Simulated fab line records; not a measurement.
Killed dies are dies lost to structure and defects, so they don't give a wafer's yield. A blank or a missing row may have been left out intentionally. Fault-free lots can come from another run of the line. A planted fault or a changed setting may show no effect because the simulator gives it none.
Chamber matching / flow n5-finfet / N5_BEOL_M2_STRIP_36 on rie-diel-02 has 4 sister chambers
The step strips in N2/H2. 16 wafers are shown with their chamber, then 8 later ones without.

EACH WAFER AND ITS CHAMBER
wafer=L074.4; chamber=3; drypump-motor-current-A (A)=5.4; throttle-valve-pct (%)=23.5; showerhead-plenum-p-Torr (Torr)=2.65
wafer=L074.5; chamber=0; drypump-motor-current-A (A)=5.4; throttle-valve-pct (%)=23.8; showerhead-plenum-p-Torr (Torr)=2.54
wafer=L074.6; chamber=3; drypump-motor-current-A (A)=5.4; throttle-valve-pct (%)=23.5; showerhead-plenum-p-Torr (Torr)=2.65
wafer=L075.2; chamber=1; drypump-motor-current-A (A)=5.1; throttle-valve-pct (%)=23.7; showerhead-plenum-p-Torr (Torr)=2.49
wafer=L075.4; chamber=2; drypump-motor-current-A (A)=5.1; throttle-valve-pct (%)=24.2; showerhead-plenum-p-Torr (Torr)=2.50
wafer=L075.6; chamber=3; drypump-motor-current-A (A)=5.4; throttle-valve-pct (%)=23.4; showerhead-plenum-p-Torr (Torr)=2.65
wafer=L078.2; chamber=2; drypump-motor-current-A (A)=5.1; throttle-valve-pct (%)=24.2; showerhead-plenum-p-Torr (Torr)=2.49
wafer=L078.5; chamber=0; drypump-motor-current-A (A)=5.4; throttle-valve-pct (%)=23.8; showerhead-plenum-p-Torr (Torr)=2.54
wafer=L078.6; chamber=1; drypump-motor-current-A (A)=5.0; throttle-valve-pct (%)=23.7; showerhead-plenum-p-Torr (Torr)=2.48
wafer=L080.2; chamber=2; drypump-motor-current-A (A)=5.1; throttle-valve-pct (%)=24.2; showerhead-plenum-p-Torr (Torr)=2.49
wafer=L080.5; chamber=0; drypump-motor-current-A (A)=5.4; throttle-valve-pct (%)=23.8; showerhead-plenum-p-Torr (Torr)=2.53
wafer=L080.6; chamber=3; drypump-motor-current-A (A)=5.4; throttle-valve-pct (%)=23.5; showerhead-plenum-p-Torr (Torr)=2.64
wafer=L087.3; chamber=1; drypump-motor-current-A (A)=5.0; throttle-valve-pct (%)=23.7; showerhead-plenum-p-Torr (Torr)=2.48
wafer=L087.4; chamber=3; drypump-motor-current-A (A)=5.4; throttle-valve-pct (%)=23.5; showerhead-plenum-p-Torr (Torr)=2.64
wafer=L087.5; chamber=3; drypump-motor-current-A (A)=5.4; throttle-valve-pct (%)=23.4; showerhead-plenum-p-Torr (Torr)=2.64
wafer=L091.1; chamber=0; drypump-motor-current-A (A)=5.4; throttle-valve-pct (%)=23.9; showerhead-plenum-p-Torr (Torr)=2.52

SIGNATURES (means of the wafers above)
reading=drypump-motor-current-A; chamber 0=5.400; chamber 1=5.033; chamber 2=5.100; chamber 3=5.400; scatter within a chamber=0.0236
reading=throttle-valve-pct; chamber 0=23.825; chamber 1=23.700; chamber 2=24.200; chamber 3=23.467; scatter within a chamber=0.0417
reading=showerhead-plenum-p-Torr; chamber 0=2.5325; chamber 1=2.4833; chamber 2=2.4933; chamber 3=2.6450; scatter within a chamber=0.00682
Rule: for each reading, subtract the chamber's mean from the wafer's reading, divide by that reading's scatter and square the result; add these up over the readings and take the root, which gives the wafer's distance from the chamber. If the next closest chamber is less than 2 further off than the closest, the wafer can't be placed; otherwise it belongs to the closest. The scatter is the square root of a quotient: the sum, over the shown wafers, of each reading's squared deviation from its chamber's mean, divided by wafers minus chambers.

WAFERS WITHOUT THEIR CHAMBER
wafer=L091.2; drypump-motor-current-A (A)=5.1; throttle-valve-pct (%)=23.8; showerhead-plenum-p-Torr (Torr)=2.47
wafer=L091.3; drypump-motor-current-A (A)=5.4; throttle-valve-pct (%)=23.5; showerhead-plenum-p-Torr (Torr)=2.63
wafer=L095.2; drypump-motor-current-A (A)=5.4; throttle-valve-pct (%)=23.5; showerhead-plenum-p-Torr (Torr)=2.63
wafer=L095.3; drypump-motor-current-A (A)=5.0; throttle-valve-pct (%)=23.7; showerhead-plenum-p-Torr (Torr)=2.47
wafer=L095.4; drypump-motor-current-A (A)=5.1; throttle-valve-pct (%)=24.3; showerhead-plenum-p-Torr (Torr)=2.48
wafer=L096.1; drypump-motor-current-A (A)=5.4; throttle-valve-pct (%)=23.9; showerhead-plenum-p-Torr (Torr)=2.52
wafer=L096.2; drypump-motor-current-A (A)=5.4; throttle-valve-pct (%)=23.5; showerhead-plenum-p-Torr (Torr)=2.63
wafer=L096.4; drypump-motor-current-A (A)=5.1; throttle-valve-pct (%)=23.7; showerhead-plenum-p-Torr (Torr)=2.47

THE CHAMBER EACH PASSED THROUGH
wafer=L091.2; from the rows above=1; in truth=1
wafer=L091.3; from the rows above=3; in truth=3
wafer=L095.2; from the rows above=3; in truth=3
wafer=L095.3; from the rows above=1; in truth=1
wafer=L095.4; from the rows above=2; in truth=2
wafer=L096.1; from the rows above=0; in truth=0
wafer=L096.2; from the rows above=3; in truth=3
wafer=L096.4; from the rows above=1; in truth=1
Correctly placed: 8 of 8. From these rows, 0 cannot be placed. Wrongly placed: 0.
